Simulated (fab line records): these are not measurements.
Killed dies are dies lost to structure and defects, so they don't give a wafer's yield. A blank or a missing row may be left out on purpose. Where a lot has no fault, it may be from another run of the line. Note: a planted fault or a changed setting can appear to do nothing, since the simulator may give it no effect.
A struck lot beside a sound one :: flow n5_finfet :: 37 steps out of a route of 1938
Sound: wafers L966.2, L966.4, L966.5. Struck: wafers L971.4, L971.6 (left out: L971.1, a lot-mate that was not struck); the cause follows at the end.
Each step with rows lists, per side, the tool, then ch with its chambers, then its first start. Under that, the readings that differ: sound wafers :: struck wafers :: difference of the means :: sigmas: that difference in standard deviations of wafers without a fault.
alike: same words and numbers on both sides, and readings whose means sit less than 2 such deviations apart. not compared: any withheld reading, any reading some wafer has no value for, any bound like >300 that may hide the same value, and any number with overlapping values for which the record gives no deviation.
Wherever a step has rows on one side only, a row that says differs or no value, or a row with sigmas, the two part there. When numbers do not overlap yet have no deviation, they are printed without sigmas and do not part them. A reading that every wafer of one side lacks parts them only if that side has two wafers or more.

first, 10 steps without rows for these wafers: N5_HKMG_FIN_WET_ETCH_73 (etches the open film in SC1, time 42.3 s, target depth 1.3 nm, rinse time 30 s); N5_HKMG_FIN_ETCHBACK_68 (etches the open film in Cl2/Ar, stops on HfO2, target depth 0.5 nm); N5_HKMG_FIN_STRIP_69 (strips in N2/H2, time 360 s); N5_HKMG_FIN_ALD_21 (deposits TiN, target thk 1.5 nm, pulse time 1 s, purge time 3 s); N5_HKMG_FIN_ALD_72 (deposits W, target thk 2 nm, pulse time 1 s, purge time 2 s); N5_HKMG_FIN_W_FILL_22 (material W, target thk 60 nm, time 18.2 s); N5_HKMG_FIN_PRECLEAN_83 (cleans in DIW, time 57.5 s); N5_HKMG_FIN_SRD_84 (dry time 32 s); N5_HKMG_FIN_CMP_23 (polishes, stops on SiNx, t overpolish 10 s, target thk 46.326 nm); N5_HKMG_FIN_CMP_94 (polishes, stops on SiNx, t overpolish 4.7 s, target thk 43.299 nm).
N5_GATE_CUT_ETCHBACK_00: etches W in SF6/Cl2.
  sound on rie_metal-02 ch 0,1, day 5 16:36; struck on rie_metal-02 ch 0, day 6 18:47
  alike: chamber_pressure_mTorr, drypump_motor_current_A, oes_product_au, throttle_valve_pct
  not compared: rf_hours_counter_h
then, 25 steps without rows for these wafers: N5_GATE_CUT_ETCH_56 (etches TiN in Cl2/Ar, target depth 21.6 nm); N5_GATE_CUT_ETCHBACK_30 (etches TiN in Cl2/Ar, target depth 3 nm); N5_GATE_CUT_VAPOR_ETCH_60 (etches HfO2 in BCl3/Cl2); N5_GATE_CUT_ETCH_58 (etches SiNx in CH3F/O2, target depth 17 nm, time 128.6 s); N5_GATE_CUT_STRIP_59 (strips in N2/H2, time 20 s); N5_GATE_CUT_PRECLEAN_31 (cleans in DIW, time 300 s); N5_GATE_CUT_SRD_32 (time 30 s); N5_GATE_CUT_SAC_CAP_01 (material SiNx, target thk 24 nm, pulse time 1 s, ald cycles 480); N5_GATE_CUT_PECVD_57 (deposits SiNx from SiH4/NH3/N2, target thk 21 nm); N5_GATE_CUT_CMP_02 (polishes, stops on SiO2, t overpolish 12.7 s, target thk 0 nm); N5_GATE_CUT_HM_DEP_46 (deposits SiO2 from TEOS/O2, target thk 130 nm, time 26.6 s); N5_GATE_CUT_COAT_34 (time 60 s, resist thk 60 nm); N5_GATE_CUT_COAT_35 (time 60 s, resist thk 10 nm); N5_GATE_CUT_COAT_27 (time 60 s, resist thk 10 nm); N5_GATE_CUT_COAT_07 (resist thk 30 nm); N5_GATE_CUT_EBR_09; N5_GATE_CUT_SOFTBAKE_08 (time 60 s); N5_GATE_CUT_EXPOSE_10 (exposes mask GATE CUT, target cd 20 nm); N5_GATE_CUT_PEB_11 (peb time 60 s); N5_GATE_CUT_DEVELOP_12 (develop time 30 s); N5_GATE_CUT_DESCUM_18 (chemistry O2, time 7 s); N5_GATE_CUT_ETCH_28 (etches underlayer in N2/H2, target depth 13 nm, time 10.4 s); N5_GATE_CUT_ETCH_36 (etches SiARC in CF4, target depth 13 nm, time 21.7 s); N5_GATE_CUT_ETCH_37 (etches SOC in N2/H2, target depth 60 nm, overetch 12 nm, time 90 s); N5_GATE_CUT_STRIP_38 (strips in N2/H2).
-- record jumps: 8 days separate the struck wafers' starts on either side; left off in module GATE_CUT, taken up again in module PASSIVATION, whose first shown step is the route's number 1936 --
N5_PASSIVATION_PROBE_49:
  rows exist in the record for the struck wafers here (prober-01, day 14 20:19), but not for the sound ones

## WHERE THEY PART
Within this record, at N5_PASSIVATION_PROBE_49 only.

WHY: the cause the simulator had injected
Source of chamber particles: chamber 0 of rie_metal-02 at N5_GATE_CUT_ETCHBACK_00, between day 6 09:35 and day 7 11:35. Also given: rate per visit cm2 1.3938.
